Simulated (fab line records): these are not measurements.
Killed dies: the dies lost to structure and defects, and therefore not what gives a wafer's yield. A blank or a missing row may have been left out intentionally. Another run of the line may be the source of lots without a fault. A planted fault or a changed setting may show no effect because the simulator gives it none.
Which tool was responsible? :: flow n5Finfet :: 10 lots, 27 wafers sampled, at 3 steps of a route of 1938

WHAT EACH GAUGE READ, for each wafer
N5_BEOL_M0_SAQP_CD_MEAS_40 targets a cd of 30 nm.
lot: L258
measured: day 5 21:16
on: cdSem-02
cdNm (nm): 30.3 30.3 29.9

lot: L261
measured: day 6 22:53
on: cdSem-01
cdNm (nm): 30.3 30.6 30.6

lot: L263
measured: day 6 23:22
on: cdSem-01
cdNm (nm): 30.0 30.2 30.0

lot: L266
measured: day 7 17:42
on: cdSem-01
cdNm (nm): 30.2 29.8 30.1

lot: L268
measured: day 8 09:33
on: cdSem-02
cdNm (nm): 30.0 30.0 30.4

lot: L271
measured: day 9 03:42
on: cdSem-02
cdNm (nm): 30.4 26.9 29.8

lot: L272
measured: day 9 07:07
on: cdSem-01
cdNm (nm): 27.4 29.8

lot: L275
measured: day 9 21:13
on: cdSem-02
cdNm (nm): 26.5 30.2

lot: L280
measured: day 11 03:26
on: cdSem-02
cdNm (nm): 30.0 30.2 30.2

lot: L281
measured: day 11 11:32
on: cdSem-02
cdNm (nm): 29.8 29.6

EACH LOT AND THE TOOL THAT RAN IT (in order: tool; ch and the chambers of the sampled wafers; start)
lot: L258
N5_BEOL_M0_SAQP_ETCH_107: rieDiel-01 ch 1,3, day 5 19:58
N5_BEOL_M0_SAQP_EXPOSE_37: euvScanner-01 ch 0, day 5 21:07

lot: L261
N5_BEOL_M0_SAQP_ETCH_107: rieDiel-03 ch 0,1,2, day 6 21:28
N5_BEOL_M0_SAQP_EXPOSE_37: euvScanner-02 ch 0, day 6 22:44

lot: L263
N5_BEOL_M0_SAQP_ETCH_107: rieDiel-03 ch 0,1,2, day 6 22:04
N5_BEOL_M0_SAQP_EXPOSE_37: euvScanner-02 ch 0, day 6 23:13

lot: L266
N5_BEOL_M0_SAQP_ETCH_107: rieDiel-01 ch 1,2, day 7 16:24
N5_BEOL_M0_SAQP_EXPOSE_37: euvScanner-02 ch 0, day 7 17:34

lot: L268
N5_BEOL_M0_SAQP_ETCH_107: rieDiel-01 ch 1,3, day 8 08:08
N5_BEOL_M0_SAQP_EXPOSE_37: euvScanner-02 ch 0, day 8 09:25

lot: L271
N5_BEOL_M0_SAQP_ETCH_107: rieDiel-04 ch 0,1,3, day 9 02:24
N5_BEOL_M0_SAQP_EXPOSE_37: euvScanner-02 ch 0, day 9 03:34

lot: L272
N5_BEOL_M0_SAQP_ETCH_107: rieDiel-04 ch 1,2, day 9 04:13
N5_BEOL_M0_SAQP_EXPOSE_37: euvScanner-02 ch 0, day 9 06:59

lot: L275
N5_BEOL_M0_SAQP_ETCH_107: rieDiel-04 ch 0,3, day 9 19:39
N5_BEOL_M0_SAQP_EXPOSE_37: euvScanner-02 ch 0, day 9 21:05

lot: L280
N5_BEOL_M0_SAQP_ETCH_107: rieDiel-04 ch 0,2, day 11 02:08
N5_BEOL_M0_SAQP_EXPOSE_37: euvScanner-01 ch 0, day 11 03:18

lot: L281
N5_BEOL_M0_SAQP_ETCH_107: rieDiel-01 ch 1,2, day 11 10:14
N5_BEOL_M0_SAQP_EXPOSE_37: euvScanner-01 ch 0, day 11 11:25
- N5_BEOL_M0_SAQP_ETCH_107: etches SiNx in CH3F/O2, target depth 30 nm.
- N5_BEOL_M0_SAQP_EXPOSE_37: exposes mask M0 CUT1, target cd 30 nm.

THE ANSWER, worked out from the rows above alone
Rule: the lots themselves supply what counts as usual. Put in order of their means at a reading, lots are off if they are a third of the lots or fewer, leave a main group of 4 or more, and stand apart from it by a gap of 3 or more times the standard deviation of the main group's means; of several such gaps the widest counts. A main group whose means are all the same, to the digits that the tables above print for the reading, isn't used. A lot without any number at a reading at which 4 lots or more have one is off too. The other lots that the step has rows for count as sound.
Off: L271, L272, L275 (N5_BEOL_M0_SAQP_CD_MEAS_40, cdNm). The main group has a mean of 30.1 nm with a standard deviation of 0.22.
If a tool, at a process step before that reading, ran all the lots that are off and no sound lot after the first of them, it fits. Gauges at N5_BEOL_M0_SAQP_CD_MEAS_40: tried the same way as those tools. One fits: euvScanner-02 at N5_BEOL_M0_SAQP_EXPOSE_37. A fault onset in the window from L268 (day 8 09:25, its last sound lot) to L271 (day 9 03:34, its first lot off) fits.

WHAT THE SIMULATOR HAD INSERTED
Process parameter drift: euvScanner-02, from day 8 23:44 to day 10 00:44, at N5_BEOL_M0_SAQP_EXPOSE_37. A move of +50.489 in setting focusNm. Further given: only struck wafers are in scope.
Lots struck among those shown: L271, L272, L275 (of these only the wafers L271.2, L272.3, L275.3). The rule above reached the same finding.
